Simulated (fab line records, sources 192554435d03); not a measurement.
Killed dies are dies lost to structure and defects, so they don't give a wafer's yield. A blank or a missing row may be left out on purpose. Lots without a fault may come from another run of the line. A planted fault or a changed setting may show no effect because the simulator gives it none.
Chamber matching | flow n5_finfet | N5_HKMG_FIN_ALD_74 on ald_hk-02: 4 sister chambers
The step deposits La2O3, target thk 0.5 nm, pulse time 6 s, co reactant pulse time 1 s. 8 wafers are shown with their chamber, then 11 later ones without.

WAFERS WITH THEIR CHAMBER
wafer  | chamber | heater_power_w (W) | heater_power_outer_w (W)
L080.2 | 3       | 341                | 175
L081.1 | 3       | 339                | 173
L086.1 | 1       | 343                | 187
L086.3 | 2       | 326                | 180
L088.1 | 2       | 320                | 178
L088.3 | 1       | 341                | 189
L088.6 | 0       | 369                | 189
L089.3 | 0       | 366                | 189

WAFERS WITHOUT THEIR CHAMBER
wafer  | heater_power_w (W) | heater_power_outer_w (W)
L089.4 | 314                | 181
L089.6 | 336                | 181
L091.2 | 364                | 191
L091.4 | 342                | 185
L091.5 | 338                | 194
L095.2 | 326                | 189
L095.3 | 335                | 174
L095.5 | 339                | 192
L096.2 | 359                | 191
L096.4 | 333                | 190
L096.6 | 315                | 185

WHICH CHAMBER EACH WENT THROUGH
wafer  | from the rows above          | in truth
L089.4 | 2                            | 2
L089.6 | can't be placed: 2 or 3 or 1 | 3
L091.2 | 0                            | 0
L091.4 | 1                            | 1
L091.5 | 1                            | 1
L095.2 | can't be placed: 1 or 2      | 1
L095.3 | 3                            | 3
L095.5 | 1                            | 1
L096.2 | 0                            | 0
L096.4 | 1                            | 1
L096.6 | 2                            | 2
Placed correctly: 9 of 11. Can't be placed from these rows: 2 (the true chamber is among the candidates in 2). Placed wrongly: 0.
How it was worked out, from the rows above alone: a wafer's distance from a chamber is the root of the sum, over the readings, of the square of ((its reading less the chamber's mean) divided by the reading's scatter). The wafer belongs to the nearest chamber; if the next one is less than 2 further off, it can't be placed. A chamber's mean is the mean of its shown wafers. The scatter: the root of (the sum of the squares of (reading less its chamber's mean) over the shown wafers, divided by (wafers less chambers)).
